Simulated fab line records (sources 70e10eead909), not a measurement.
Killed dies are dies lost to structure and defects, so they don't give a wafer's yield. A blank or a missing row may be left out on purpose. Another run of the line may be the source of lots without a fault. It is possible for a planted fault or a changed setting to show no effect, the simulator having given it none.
fab line records	flow nand-harc
record: lots: 24	wafers: 72	last-day: 25
route steps=1159 shown P_STI@87 P_GATE@124 P_CONTACT@252
lots untouched by any fault: they come from a run of this same line in which no faults occurred
start-h: hours from the record's first day to the start of the lot's first wafer shown	wait-h: hours since the lot's step before	" same as the row above	L1.1+2: a single row standing in for several wafers	- no value present, or no start provided	* or withheld: withheld	< > ~ a bound
route shown NAME@n: names a module that has steps shown in the file, with the first one's number in the route	usual: mean and standard deviation over wafers with no fault	same: alike in all rows	chamber/n: place in a boat	sites: each site's reading	_std_site: standard deviation across them	_edge_site: mean of outer sites minus mean of inner sites	radius-mm: how far each site lies from the wafer's centre	mask NAME#n: copy n	behind: the tool/chamber that last shaped the wafer	hold: the reason the lot was held/the length of the hold in hours/how it ended	device: transistor that didn't switch, given as n, p or np	end of line: tests of these same wafers at the route's end	for a step that has no rows: nothing shown but its recipe	killed: not the wafer's yield, but the dies lost to structure and defects at the first sort	map: a wafer's dies, marking killed ones x, the rest . and places with no die _
set.NAME: the setting as run; set.NAME@STEP: as run at that earlier step	model.NAME: the simulator's own value behind a step, which no gauge read
one table for each step of the route and one row for each wafer, over a sample of lots
services: from which hour (start-h, from the record's first day; less than 0 if before it) a tool's chamber was out of use, for how many hours, and why
== steps ==
step: NHARC_P_STI_DESCUM_14
recipe: time-s: 3	o2-flow-sccm: 200	ar-flow-sccm: 0	bias-power-w: 0	chemistry: O2
usual: drypump-motor-current-A: 6.0/0.44	oes-product-au: 0.999/0.0085	rf-vpp-V: 57.7/0.95	showerhead-plenum-p-Torr: 1.90/0.082	throttle-valve-pct: 11.310/0.0092
lot.wafer	tool	chamber	start-h	wait-h	drypump-motor-current-A	oes-product-au	rf-hours-counter-h	rf-vpp-V	showerhead-plenum-p-Torr	throttle-valve-pct
L074.3	rie-diel-08	1	35.84	-	6.3	0.996	5.1	57.1	2.04	11.320
L074.4	"	0	"	"	6.1	0.998	4.8	58.6	1.98	11.306
L074.5	"	2	"	"	6.3	0.989	-	57.7	1.94	11.315
L075.1	rie-diel-09	2	42.03	-	5.5	0.996	4.8	58.1	1.94	11.309
L075.4	"	3	"	"	5.1	0.992	4.6	58.6	1.81	11.312
L075.5	"	2	"	"	5.5	1.000	-	58.4	1.94	11.294
L077.2	rie-diel-11	3	52.38	-	6.2	1.007	0.7	57.8	1.83	11.301
L077.1	"	0	"	"	6.6	1.002	0.6	58.4	2.01	11.305
L077.6	"	2	"	"	5.9	0.986	-	57.3	1.83	11.318
L076.2	rie-diel-09	2	52.53	-	5.6	1.001	5.2	57.7	1.94	11.295
L076.4	"	0	"	"	5.6	0.999	4.9	58.4	1.85	11.311
L076.6	"	3	"	"	5.0	0.990	-	57.9	1.81	11.305
L078.4	rie-diel-09	3	62.26	-	5.1	0.996	5.4	57.6	1.81	11.291
L078.3	"	0	"	"	5.6	1.014	5.3	57.3	1.85	11.325
L078.6	"	3	"	"	5.1	0.996	-	57.0	1.81	11.317
L079.2	rie-diel-11	3	62.42	-	6.3	1.006	0.9	57.8	1.83	11.311
L079.1	"	0	"	"	6.6	0.999	0.9	56.1	2.01	11.295
L079.5	"	2	"	"	5.9	0.982	-	58.7	1.83	11.310
L080.3	rie-diel-11	0	73.11	-	6.6	1.004	1.1	57.9	2.01	11.302
L080.4	"	0	"	"	6.6	1.005	-	58.8	2.01	11.301
L080.5	"	1	"	"	6.0	1.001	-	56.6	1.88	11.291
L081.4	rie-diel-11	1	77.11	-	6.0	0.998	1.2	57.9	1.88	11.318
L081.5	"	3	"	"	6.3	1.003	-	56.0	1.83	11.310
L081.6	"	0	"	"	6.6	1.006	-	58.0	2.01	11.304
L082.4	rie-diel-08	3	85.62	-	6.3	1.018	7.5	59.1	2.03	11.290
L082.2	"	0	"	"	6.1	1.002	8.2	58.6	1.98	11.300
L082.1	"	1	"	"	6.3	0.983	8.2	57.9	2.04	11.319
L083.2	rie-diel-11	2	89.08	-	5.9	0.979	1.2	56.4	1.83	11.306
L083.3	"	0	"	"	6.7	0.998	1.6	57.1	2.01	11.319
L083.5	"	1	"	"	6.0	1.002	-	58.0	1.88	11.307
L084.4	rie-diel-11	2	96.98	-	5.9	0.980	1.5	56.4	1.83	11.294
L084.1	"	3	"	"	6.3	0.999	1.9	55.8	1.83	11.324
L084.5	"	1	"	"	6.0	1.004	-	58.4	1.88	11.321
L085.4	rie-diel-08	0	101.16	-	6.1	1.000	9.1	58.1	1.98	11.308
L085.2	"	1	"	"	6.3	1.005	9.2	59.6	2.04	11.307
L085.1	"	3	"	"	6.3	1.009	8.1	60.1	2.04	11.324
L086.1	rie-diel-08	2	107.08	-	6.3	1.007	8.5	57.6	1.94	11.291
L086.2	"	1	"	"	6.3	0.999	9.5	59.2	2.04	11.308
L086.4	"	3	"	"	6.3	0.998	-	58.2	2.04	11.302
L087.4	rie-diel-11	2	113.28	-	5.9	0.988	1.8	56.6	1.83	11.313
L087.2	"	3	"	"	6.3	1.010	2.3	58.1	1.83	11.308
L087.5	"	1	"	"	6.0	1.010	-	57.3	1.88	11.306
L088.2	rie-diel-09	0	119.18	-	5.6	1.003	1.0	57.2	1.85	11.313
L088.4	"	2	"	"	5.6	0.999	0.8	58.1	1.94	11.298
L088.5	"	0	"	"	5.6	1.012	-	58.1	1.85	11.308
L089.3	rie-diel-11	1	128.50	-	6.0	1.005	2.5	57.7	1.88	11.317
L089.1	"	2	"	"	5.9	0.990	2.2	57.4	1.83	11.316
L089.4	"	3	"	"	6.3	0.999	2.8	58.9	1.83	11.313
L090.1	rie-diel-09	3	128.64	-	5.1	0.992	1.1	58.4	1.81	11.303
L090.3	"	1	"	"	5.3	0.994	1.1	56.2	1.81	11.322
L090.6	"	3	"	"	5.1	1.006	-	57.5	1.81	11.314
L091.2	rie-diel-09	1	138.08	-	5.3	0.990	1.3	57.0	1.81	11.315
L091.4	"	3	"	"	5.0	0.994	1.4	57.7	1.81	11.303
L091.3	"	0	"	"	5.5	1.012	1.4	57.1	1.85	11.322
L092.3	rie-diel-08	2	143.35	-	6.3	0.997	0.9	57.8	1.94	11.318
L092.4	"	1	"	"	6.3	0.995	0.6	59.6	2.04	11.302
L092.6	"	2	"	"	6.3	0.989	-	56.9	1.94	11.322
L093.1	rie-diel-11	0	149.37	-	6.6	1.008	3.4	58.5	2.01	11.310
L093.3	"	1	"	"	6.0	1.005	3.2	57.4	1.88	11.310
L093.6	"	2	"	"	5.9	1.000	-	58.1	1.83	11.301
L094.3	rie-diel-11	2	155.23	-	5.9	0.991	3.0	58.5	1.83	11.312
L094.4	"	3	"	"	6.2	1.007	3.5	58.5	1.83	11.327
L094.2	"	0	"	"	6.6	0.994	3.5	58.3	2.01	11.308
L095.2	rie-diel-09	1	162.24	-	5.3	0.988	2.5	57.9	1.81	11.329
L095.1	"	3	"	"	5.1	0.986	2.7	58.5	1.81	11.311
L095.4	"	3	"	"	5.1	0.994	-	55.9	1.81	11.307
L096.3	rie-diel-08	2	168.65	-	6.3	0.990	3.2	57.1	1.93	11.318
L096.1	"	3	"	"	6.3	1.020	2.8	58.4	2.03	11.321
L096.5	"	1	"	"	6.3	0.986	-	59.4	2.04	11.311
L097.4	rie-diel-11	0	174.41	-	6.6	1.003	4.0	57.5	2.01	11.308
L097.1	"	1	"	"	6.0	1.002	3.8	57.6	1.87	11.313
L097.6	"	2	"	"	5.9	0.984	-	57.2	1.83	11.309
step: NHARC_P_STI_CD_MEAS_16
usual: cd-nm: 200.6/2.7
lot.wafer	tool	chamber	start-h	wait-h	cd-nm
L074.3	cd-sem-01	-	36.29	-	198.0
L074.4	"	-	"	"	197.9
L074.5	"	-	"	"	203.2
L075.1	cd-sem-02	-	42.47	-	199.3
L075.4	"	-	"	"	197.0
L075.5	"	-	"	"	200.0
L077.1	cd-sem-03	-	52.80	-	200.8
L077.2	"	-	"	"	200.0
L077.6	"	-	"	"	198.0
L076.2	cd-sem-03	-	52.97	-	199.4
L076.4	"	-	"	"	201.6
L076.6	"	-	"	"	202.0
L078.3	cd-sem-02	-	62.71	-	201.5
L078.4	"	-	"	"	202.1
L078.6	"	-	"	"	199.8
L079.1	cd-sem-03	-	62.85	-	204.3
L079.2	"	-	"	"	203.9
L079.5	"	-	"	"	198.6
L080.3	cd-sem-03	-	73.58	-	196.3
L080.4	"	-	"	"	198.7
L080.5	"	-	"	"	197.8
L081.4	cd-sem-03	-	77.54	-	198.3
L081.5	"	-	"	"	199.7
L081.6	"	-	"	"	199.5
L082.1	cd-sem-03	-	86.05	-	199.2
L082.2	"	-	"	"	200.5
L082.4	"	-	"	"	207.1
L083.2	cd-sem-01	-	89.52	-	198.5
L083.3	"	-	"	"	196.9
L083.5	"	-	"	"	201.9
L084.1	cd-sem-03	-	97.40	-	207.6
L084.4	"	-	"	"	196.4
L084.5	"	-	"	"	201.5
L085.1	cd-sem-01	-	101.60	-	203.7
L085.2	"	-	"	"	203.3
L085.4	"	-	"	"	200.7
L086.1	cd-sem-01	-	107.56	-	199.0
L086.2	"	-	"	"	196.4
L086.4	"	-	"	"	196.6
L087.2	cd-sem-02	-	113.71	-	198.0
L087.4	"	-	"	"	205.9
L087.5	"	-	"	"	199.6
L088.2	cd-sem-01	-	119.62	-	203.2
L088.4	"	-	"	"	201.9
L088.5	"	-	"	"	198.2
L089.1	cd-sem-01	-	128.93	-	205.3
L089.3	"	-	"	"	200.5
L089.4	"	-	"	"	201.3
L090.1	cd-sem-01	-	129.08	-	199.4
L090.3	"	-	"	"	205.4
L090.6	"	-	"	"	202.7
L091.2	cd-sem-03	-	138.53	-	204.0
L091.3	"	-	"	"	198.1
L091.4	"	-	"	"	197.7
L092.3	cd-sem-03	-	143.80	-	201.6
L092.4	"	-	"	"	202.4
L092.6	"	-	"	"	204.2
L093.1	cd-sem-01	-	149.79	-	200.3
L093.3	"	-	"	"	199.3
L093.6	"	-	"	"	196.5
L094.2	cd-sem-01	-	155.66	-	204.0
L094.3	"	-	"	"	202.2
L094.4	"	-	"	"	200.9
L095.1	cd-sem-01	-	162.70	-	200.6
L095.2	"	-	"	"	199.1
L095.4	"	-	"	"	204.4
L096.1	cd-sem-01	-	169.07	-	199.8
L096.3	"	-	"	"	196.7
L096.5	"	-	"	"	200.5
L097.1	cd-sem-02	-	174.83	-	198.7
L097.4	"	-	"	"	198.0
L097.6	"	-	"	"	203.4
step: NHARC_P_GATE_DESCUM_13
recipe: time-s: 3	o2-flow-sccm: 200	ar-flow-sccm: 0	bias-power-w: 0	chemistry: O2
usual: drypump-motor-current-A: 5.4/0.4	oes-product-au: 1.002/0.011	rf-vpp-V: 57.6/0.79	showerhead-plenum-p-Torr: 1.90/0.057	throttle-valve-pct: 11.311/0.0082
lot.wafer	tool	chamber	start-h	wait-h	drypump-motor-current-A	oes-product-au	rf-hours-counter-h	rf-vpp-V	showerhead-plenum-p-Torr	throttle-valve-pct
L074.4	rie-diel-12	1	70.27	-	4.7	0.989	5	57.7	2.03	11.313
L074.3	"	3	"	"	6.2	1.011	5	59.4	1.84	11.319
L074.5	"	1	"	"	4.7	0.993	-	58.4	2.03	11.315
L075.4	rie-diel-12	1	77.71	-	4.7	0.991	6	58.8	2.03	11.305
L075.1	"	0	"	"	5.5	0.988	6	58.1	1.92	11.316
L075.5	"	2	"	"	5.2	1.005	-	57.7	1.89	11.318
L077.2	rie-diel-04	0	87.75	-	5.6	1.004	59	58.0	1.93	11.315
L077.1	"	2	"	"	5.8	1.001	54	58.2	1.91	11.322
L077.6	"	0	"	"	5.6	0.996	-	58.7	1.93	11.310
L076.2	rie-diel-12	1	87.80	-	4.7	0.987	9	57.9	2.02	11.303
L076.4	"	3	"	"	6.2	0.996	8	57.2	1.84	11.311
L076.6	"	2	"	"	5.2	1.007	-	57.9	1.89	11.317
L078.4	rie-diel-12	3	99.73	-	6.2	1.001	10	57.1	1.84	11.303
L078.3	"	0	"	"	5.5	0.991	10	57.4	1.92	11.309
L078.6	"	3	"	"	6.2	1.008	-	57.1	1.84	11.321
L079.2	rie-diel-12	2	99.87	-	5.2	1.007	10	57.6	1.89	11.319
L079.1	"	0	"	"	5.5	0.989	10	56.9	1.92	11.314
L079.5	"	2	"	"	5.2	1.004	-	56.5	1.89	11.305
L080.4	rie-diel-04	2	109.99	-	5.8	1.002	61	58.1	1.91	11.304
L080.3	"	3	"	"	5.3	1.005	59	57.5	1.84	11.308
L080.5	"	0	"	"	5.6	1.002	-	56.6	1.93	11.299
L081.4	rie-diel-04	0	110.18	-	5.6	0.996	65	56.6	1.93	11.310
L081.6	"	1	"	"	4.9	0.995	-	57.4	1.93	11.308
L081.5	"	2	"	"	5.8	1.010	-	56.6	1.91	11.313
L082.4	rie-diel-02	2	123.23	-	5.2	1.007	44	58.4	1.79	11.313
L082.1	"	3	"	"	5.4	0.993	47	56.4	1.93	11.314
L082.2	"	1	"	"	5.5	0.998	46	57.8	1.96	11.293
L083.3	rie-diel-02	2	123.41	-	5.2	1.007	44	56.5	1.79	11.317
L083.2	"	0	"	"	5.9	1.000	49	56.7	1.90	11.297
L083.5	"	1	"	"	5.5	1.003	-	57.9	1.96	11.315
L084.1	rie-diel-02	2	135.83	-	5.2	1.009	48	58.3	1.79	11.310
L084.4	"	3	"	"	5.4	0.993	51	57.4	1.93	11.319
L084.5	"	2	"	"	5.2	1.011	-	56.5	1.79	11.326
L085.2	rie-diel-02	3	136.00	-	5.4	1.000	51	58.0	1.93	11.320
L085.1	"	0	"	"	6.0	0.994	53	58.1	1.90	11.323
L085.4	"	1	"	"	5.5	0.993	50	57.4	1.96	11.315
L087.2	rie-diel-04	0	152.37	-	5.6	0.978	11	57.3	1.92	11.295
L087.4	"	2	"	"	5.9	1.008	12	59.1	1.91	11.307
L087.5	"	0	"	"	5.6	0.980	-	57.1	1.92	11.316
L086.1	rie-diel-04	1	152.52	-	5.0	1.003	13	58.1	1.93	11.297
L086.4	"	2	"	"	5.8	1.011	12	57.6	1.91	11.306
L086.2	"	0	"	"	5.6	0.988	11	58.7	1.92	11.307
L088.4	rie-diel-04	2	159.02	-	5.8	1.007	16	57.4	1.91	11.306
L088.2	"	3	"	"	5.2	1.006	11	57.8	1.84	11.306
L088.5	"	1	"	"	5.0	1.008	-	58.6	1.93	11.318
L089.1	rie-diel-02	3	164.04	-	5.4	1.006	0	58.6	1.93	11.316
L089.4	"	0	"	"	6.0	1.007	0	57.1	1.90	11.297
L089.3	"	1	"	"	5.5	1.019	0	59.5	1.96	11.306
L090.1	rie-diel-02	2	164.22	-	5.2	1.003	0	57.6	1.79	11.302
L090.3	"	0	"	"	6.0	0.995	0	56.8	1.90	11.312
L090.6	"	2	"	"	5.2	1.010	-	58.3	1.79	11.306
L091.4	rie-diel-04	3	176.52	-	5.3	1.007	17	58.5	1.84	11.311
L091.2	"	0	"	"	5.6	0.984	21	58.6	1.92	11.301
L091.3	"	2	"	"	5.8	1.009	21	57.2	1.90	11.323
L092.4	rie-diel-02	2	176.68	-	5.2	1.012	5	57.6	1.78	11.307
L092.3	"	1	"	"	5.5	1.029	6	59.0	1.96	11.298
L092.6	"	2	"	"	5.2	1.018	-	57.7	1.78	11.309
L093.3	rie-diel-04	2	188.47	-	5.8	1.019	25	58.3	1.90	11.308
L093.1	"	3	"	"	5.2	1.001	21	58.3	1.84	11.322
L093.6	"	0	"	"	5.6	0.976	-	57.6	1.92	11.305
L094.4	rie-diel-12	2	188.60	-	5.2	1.021	27	57.9	1.88	11.312
L094.3	"	0	"	"	5.5	0.999	27	57.0	1.91	11.297
L094.2	"	1	"	"	4.7	0.996	28	56.8	2.02	11.309
L095.2	rie-diel-12	2	199.50	-	5.2	1.018	29	58.7	1.88	11.302
L095.1	"	3	"	"	6.1	1.004	29	55.7	1.84	11.323
L095.4	"	3	"	"	6.2	1.013	-	56.7	1.84	11.312
L097.1	rie-diel-04	0	206.36	-	5.6	0.984	31	57.2	1.92	11.319
L097.4	"	1	"	"	4.9	1.015	34	58.2	1.92	11.313
L097.6	"	0	"	"	5.6	0.987	-	56.7	1.92	11.317
L096.3	rie-diel-04	3	206.49	-	5.2	0.992	28	57.2	1.83	11.317
L096.1	"	0	"	"	5.6	0.988	31	56.8	1.92	11.322
L096.5	"	1	"	"	5.0	1.005	-	58.3	1.92	11.305
step: NHARC_P_GATE_CD_MEAS_46
recipe: target-cd-nm: 720	landing-energy-ev: 500
usual: cd-nm: 720.7/1.8
lot.wafer	tool	chamber	start-h	wait-h	cd-nm
L074.3	cd-sem-03	0	96.31	-	722.6
L074.4	"	0	"	"	722.6
L074.5	"	0	"	"	720.5
L075.1	cd-sem-03	0	105.52	-	719.0
L075.4	"	0	"	"	717.5
L075.5	"	0	"	"	720.5
L076.2	cd-sem-02	0	113.43	-	722.6
L076.4	"	0	"	"	720.5
L076.6	"	0	"	"	722.5
L077.1	cd-sem-01	0	114.43	-	721.4
L077.2	"	0	"	"	720.4
L077.6	"	0	"	"	717.9
L079.1	cd-sem-01	0	126.47	-	722.0
L079.2	"	0	"	"	723.0
L079.5	"	0	"	"	721.2
L078.3	cd-sem-02	0	127.35	-	720.2
L078.4	"	0	"	"	718.1
L078.6	"	0	"	"	717.5
L080.3	cd-sem-02	0	137.52	-	719.0
L080.4	"	0	"	"	718.3
L080.5	"	0	"	"	719.4
L081.4	cd-sem-01	0	138.17	-	720.9
L081.5	"	0	"	"	723.9
L081.6	"	0	"	"	723.6
L082.1	cd-sem-01	0	149.10	-	723.8
L082.2	"	0	"	"	722.1
L082.4	"	0	"	"	721.7
L083.2	cd-sem-01	0	149.78	-	718.7
L083.3	"	0	"	"	720.8
L083.5	"	0	"	"	721.6
L085.1	cd-sem-02	0	162.39	-	719.0
L085.2	"	0	"	"	720.2
L085.4	"	0	"	"	718.8
L084.1	cd-sem-02	0	162.57	-	722.1
L084.4	"	0	"	"	718.1
L084.5	"	0	"	"	717.7
L086.1	cd-sem-02	0	178.86	-	722.0
L086.2	"	0	"	"	720.1
L086.4	"	0	"	"	722.2
L087.2	cd-sem-01	0	179.68	-	723.5
L087.4	"	0	"	"	720.4
L087.5	"	0	"	"	722.9
L088.2	cd-sem-03	0	184.93	-	721.8
L088.4	"	0	"	"	722.2
L088.5	"	0	"	"	720.9
L089.1	cd-sem-02	0	189.70	-	721.3
L089.3	"	0	"	"	720.3
L089.4	"	0	"	"	720.9
L090.1	cd-sem-03	0	190.10	-	718.0
L090.3	"	0	"	"	719.0
L090.6	"	0	"	"	718.6
L091.2	cd-sem-03	0	202.47	-	720.4
L091.3	"	0	"	"	721.9
L091.4	"	0	"	"	720.0
L092.3	cd-sem-01	0	203.40	-	720.6
L092.4	"	0	"	"	723.5
L092.6	"	0	"	"	723.7
L093.1	cd-sem-02	0	214.08	-	719.8
L093.3	"	0	"	"	717.6
L093.6	"	0	"	"	723.8
L094.2	cd-sem-01	0	215.42	-	721.3
L094.3	"	0	"	"	720.3
L094.4	"	0	"	"	720.2
L095.1	cd-sem-01	0	226.82	-	721.1
L095.2	"	0	"	"	717.2
L095.4	"	0	"	"	720.6
L096.1	cd-sem-01	0	235.00	-	718.6
L096.3	"	0	"	"	717.5
L096.5	"	0	"	"	719.3
L097.1	cd-sem-02	0	235.16	-	724.4
L097.4	"	0	"	"	722.9
L097.6	"	0	"	"	723.3
step: NHARC_P_GATE_STRIP_75
recipe: power-w: 1500	temp-c: 250	chemistry: O2
usual: drypump-motor-current-A: 5.8/0.44	heater-power-w: 302/26	rf-refl-power-W: 19/7.1	temp-c: 250.02/0.16
lot.wafer	tool	chamber	start-h	wait-h	drypump-motor-current-A	heater-power-w	rf-hours-counter-h	rf-refl-power-W	temp-c
L074.4	plasma-asher-01	1	97.17	0.2	5.2	287	-	13	250.15
L074.3	"	0	"	"	6.0	276	-	20	249.76
L074.5	"	1	"	"	5.2	283	-	13	250.13
L075.1	plasma-asher-02	1	106.35	0.3	5.9	335	37	32	250.18
L075.4	"	1	"	"	5.9	333	-	32	249.99
L075.5	"	1	"	"	5.9	334	-	32	249.98
L076.2	plasma-asher-01	0	114.29	0.2	6.0	279	2	20	250.12
L076.4	"	1	"	"	5.2	291	-	13	250.05
L076.6	"	1	"	"	5.2	287	-	13	249.82
L077.1	plasma-asher-02	1	115.29	0.3	5.9	327	40	32	249.80
L077.2	"	0	"	"	6.4	334	40	13	249.98
L077.6	"	1	"	"	5.9	335	-	32	250.17
L079.2	plasma-asher-01	0	127.30	0.3	6.0	271	5	20	250.27
L079.1	"	1	"	"	5.2	303	5	13	250.25
L079.5	"	1	"	"	5.2	294	-	13	250.19
L078.4	plasma-asher-01	0	128.20	0.2	6.0	280	-	20	250.10
L078.3	"	1	"	"	5.2	283	-	14	250.11
L078.6	"	0	"	"	6.0	272	-	19	249.94
L080.3	plasma-asher-01	1	138.37	0.2	5.2	293	-	14	250.17
L080.4	"	0	"	"	6.0	281	-	20	249.94
L080.5	"	1	"	"	5.2	289	-	13	249.96
L081.4	plasma-asher-02	1	139.06	0.2	5.9	330	-	32	249.84
L081.6	"	1	"	"	5.9	339	-	32	250.12
L081.5	"	0	"	"	6.4	333	-	13	249.82
L082.2	plasma-asher-02	0	149.93	0.2	6.3	335	51	13	250.27
L082.1	"	1	"	"	5.9	340	51	32	249.75
L082.4	"	0	"	"	6.3	339	-	12	250.12
L083.2	plasma-asher-01	0	150.65	0.2	6.0	278	13	20	249.82
L083.3	"	1	"	"	5.2	296	-	13	249.71
L083.5	"	1	"	"	5.2	289	-	13	249.64
L085.2	plasma-asher-01	1	163.22	0.3	5.2	294	17	13	249.90
L085.1	"	0	"	"	6.0	273	17	21	250.10
L085.4	"	0	"	"	6.0	270	-	20	249.99
L084.1	plasma-asher-02	1	163.40	0.3	5.9	336	55	33	250.09
L084.4	"	1	"	"	5.9	337	-	32	249.77
L084.5	"	0	"	"	6.4	339	-	12	250.11
L086.1	plasma-asher-01	0	179.69	0.3	6.0	270	22	20	250.03
L086.2	"	1	"	"	5.2	287	22	13	250.06
L086.4	"	0	"	"	6.0	280	-	20	250.07
L087.2	plasma-asher-01	0	180.51	0.3	6.0	281	23	20	250.12
L087.4	"	0	"	"	6.0	275	-	20	250.46
L087.5	"	0	"	"	6.0	283	-	20	250.12
L088.2	plasma-asher-01	1	186.50	0.3	5.2	294	28	13	249.93
L088.4	"	1	"	"	5.2	295	-	13	250.03
L088.5	"	1	"	"	5.2	288	-	13	250.03
L089.1	plasma-asher-01	1	190.55	0.3	5.1	289	31	13	250.06
L089.4	"	1	"	"	5.2	290	-	13	249.93
L089.3	"	0	"	"	6.0	276	-	19	250.37
L090.1	plasma-asher-01	0	191.21	0.2	6.0	282	31	20	249.96
L090.3	"	1	"	"	5.2	294	-	13	250.33
L090.6	"	0	"	"	6.0	283	-	20	250.09
L091.2	plasma-asher-02	0	203.35	0.2	6.4	333	3	13	250.04
L091.4	"	1	"	"	5.9	337	-	32	249.87
L091.3	"	0	"	"	6.4	348	-	13	250.12
L092.3	plasma-asher-02	1	204.26	0.2	5.9	333	-	32	249.54
L092.4	"	0	"	"	6.4	346	-	13	250.15
L092.6	"	0	"	"	6.4	334	-	14	250.06
L093.1	plasma-asher-01	0	214.92	0.2	6.0	270	41	20	249.86
L093.3	"	0	"	"	6.0	272	-	19	249.90
L093.6	"	1	"	"	5.1	291	-	13	250.04
L094.2	plasma-asher-02	1	216.26	0.2	5.9	323	7	32	250.03
L094.4	"	0	"	"	6.3	332	-	13	249.92
L094.3	"	1	"	"	5.9	325	-	32	249.69
L095.1	plasma-asher-01	1	227.70	0.3	5.2	283	45	14	250.24
L095.2	"	0	"	"	6.0	275	45	20	249.96
L095.4	"	0	"	"	6.0	271	-	20	250.07
L096.1	plasma-asher-01	1	236.05	0.3	5.2	287	47	13	250.29
L096.3	"	1	"	"	5.2	289	-	13	249.93
L096.5	"	1	"	"	5.2	295	-	13	250.01
L097.1	plasma-asher-02	1	236.08	0.3	5.9	321	12	32	249.81
L097.4	"	1	"	"	5.9	330	-	33	249.76
L097.6	"	0	"	"	6.4	335	-	13	249.99
step: NHARC_P_CONTACT_INSPECT_27
usual: raw-defect-count: 303/130
lot.wafer	tool	chamber	start-h	wait-h	raw-defect-count
L074.3	defect-inspect-02	-	118.70	0.1	167
L074.4	"	-	"	"	200
L074.5	"	-	"	"	161
L075.1	defect-inspect-01	-	129.47	0.1	566
L075.4	"	-	"	"	239
L075.5	"	-	"	"	256
L076.2	defect-inspect-01	-	130.46	0.1	169
L076.4	"	-	"	"	221
L076.6	"	-	"	"	182
L077.1	defect-inspect-01	-	130.67	0.1	431
L077.2	"	-	"	"	506
L077.6	"	-	"	"	531
L079.1	defect-inspect-01	-	141.83	0.1	697
L079.2	"	-	"	"	462
L079.5	"	-	"	"	390
L078.3	defect-inspect-02	-	142.82	0.1	268
L078.4	"	-	"	"	276
L078.6	"	-	"	"	211
L080.3	defect-inspect-02	-	149.05	0.1	224
L080.4	"	-	"	"	193
L080.5	"	-	"	"	299
L081.4	defect-inspect-02	-	149.70	0.1	242
L081.5	"	-	"	"	236
L081.6	"	-	"	"	184
L082.1	defect-inspect-02	-	163.36	0.1	387
L082.2	"	-	"	"	317
L082.4	"	-	"	"	270
L083.2	defect-inspect-02	-	163.92	0.1	321
L083.3	"	-	"	"	583
L083.5	"	-	"	"	359
L084.1	defect-inspect-02	-	179.22	0.1	213
L084.4	"	-	"	"	159
L084.5	"	-	"	"	399
L085.1	defect-inspect-02	-	179.50	0.1	362
L085.2	"	-	"	"	419
L085.4	"	-	"	"	518
L086.1	defect-inspect-01	-	193.32	0.1	521
L086.2	"	-	"	"	717
L086.4	"	-	"	"	610
L087.2	defect-inspect-01	-	193.56	0.1	253
L087.4	"	-	"	"	197
L087.5	"	-	"	"	318
L088.2	defect-inspect-01	-	199.36	0.1	244
L088.4	"	-	"	"	136
L088.5	"	-	"	"	218
L089.1	defect-inspect-01	-	203.91	0.1	274
L089.3	"	-	"	"	238
L089.4	"	-	"	"	221
L090.1	defect-inspect-02	-	204.45	0.1	255
L090.3	"	-	"	"	293
L090.6	"	-	"	"	365
L091.2	defect-inspect-01	-	214.11	0.1	138
L091.3	"	-	"	"	310
L091.4	"	-	"	"	144
L092.3	defect-inspect-01	-	214.75	0.1	382
L092.4	"	-	"	"	454
L092.6	"	-	"	"	276
L093.1	defect-inspect-02	-	225.39	0.1	239
L093.3	"	-	"	"	483
L093.6	"	-	"	"	294
L094.2	defect-inspect-02	-	227.03	0.1	220
L094.3	"	-	"	"	125
L094.4	"	-	"	"	161
L095.1	defect-inspect-02	-	238.43	0.1	324
L095.2	"	-	"	"	246
L095.4	"	-	"	"	221
L097.1	defect-inspect-01	-	247.19	0.1	460
L097.4	"	-	"	"	295
L097.6	"	-	"	"	352
L096.1	defect-inspect-02	-	251.94	0.1	138
L096.3	"	-	"	"	190
L096.5	"	-	"	"	232
== services ==
tool	chamber	start-h	hours	kind
rie-diel-11	-	12.50	9.0	pm
plasma-asher-01	-	22.22	13.5	repair
rie-diel-12	-	25.40	9.0	pm
rie-diel-11	2	62.74	13.8	repair
rie-diel-09	-	77.10	9.0	pm
rie-diel-02	-	79.84	0.6	repair
plasma-asher-01	-	99.32	9.0	pm
rie-diel-08	0	103.97	10.8	repair
rie-diel-04	-	111.91	9.0	pm
rie-diel-08	1	114.59	3.7	repair
rie-diel-09	-	127.60	0.3	repair
rie-diel-04	3	146.38	3.5	repair
rie-diel-02	-	151.53	9.0	pm
rie-diel-09	2	161.96	8.5	repair
rie-diel-09	2	170.48	10.0	repair
plasma-asher-02	-	181.05	4.3	repair
plasma-asher-02	-	185.35	9.0	pm
rie-diel-12	-	187.46	0.5	repair
rie-diel-11	-	189.50	9.0	pm
rie-diel-12	1	196.11	8.9	repair
rie-diel-12	-	202.40	9.0	pm
rie-diel-09	1	216.04	13.2	repair
rie-diel-02	3	229.59	5.3	repair
rie-diel-12	0	235.01	13.2	repair
== key ==
fault none
